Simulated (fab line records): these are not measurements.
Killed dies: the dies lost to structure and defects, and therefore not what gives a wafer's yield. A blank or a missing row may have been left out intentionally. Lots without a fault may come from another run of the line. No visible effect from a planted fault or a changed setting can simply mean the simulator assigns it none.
Chamber matching -- flow n5Finfet -- N5_MOL_CONTACT_COAG_ALD_133 on aldSin-01: 4 sister chambers
The step deposits SiO2, target thk 5 nm, pulse time 1 s, co reactant pulse time 1 s. 18 wafers are shown with their chamber, then 9 later ones without.

## WAFERS WITH THEIR CHAMBER
wafer,chamber,heaterPowerW (W),precursorPulseHeightRel
L085.2,0,78,1.008
L085.5,1,64,1.032
L085.6,0,79,1.027
L086.1,2,88,1.000
L086.2,1,64,1.011
L086.3,3,74,0.989
L086.4,0,79,1.005
L086.5,2,86,0.953
L086.6,3,73,0.976
L088.1,0,75,1.003
L088.2,1,64,0.951
L088.3,2,88,0.971
L088.4,3,73,1.038
L088.5,1,64,0.989
L088.6,2,86,1.020
L090.1,3,75,1.026
L090.2,1,66,1.000
L090.3,0,75,1.003

SIGNATURES, as means of the wafers listed above
reading,chamber 0,chamber 1,chamber 2,chamber 3,scatter within a chamber
heaterPowerW,77.20,64.40,87.00,73.75,1.38
precursorPulseHeightRel,1.00920,0.99660,0.98600,1.00725,0.0258
Rule: for each reading, subtract the chamber's mean from the wafer's reading, divide by that reading's scatter and square the result; add these up over the readings and take the root, which gives the wafer's distance from the chamber. The wafer belongs to the nearest chamber; if the next one is less than 2 further off, it can't be placed. The scatter: the root of (the sum of the squares of (reading less its chamber's mean) over the shown wafers, divided by (wafers less chambers)).

## WAFERS WITHOUT THEIR CHAMBER
wafer,heaterPowerW (W),precursorPulseHeightRel
L090.4,85,1.007
L090.5,89,0.993
L090.6,65,0.987
L091.1,77,0.951
L091.2,74,0.999
L091.3,87,0.987
L091.4,78,1.005
L091.5,87,1.015
L091.6,74,0.990

## EACH ONE'S CHAMBER
wafer,from the rows above,in truth
L090.4,2,2
L090.5,2,2
L090.6,1,1
L091.1,can't be placed: 0 or 3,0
L091.2,can't be placed: 3 or 0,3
L091.3,2,2
L091.4,0,0
L091.5,2,2
L091.6,can't be placed: 3 or 0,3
6 of 9 placed correctly. Not placeable from these rows: 3 (in 3, the candidates include the true chamber). Number placed wrongly: 0.
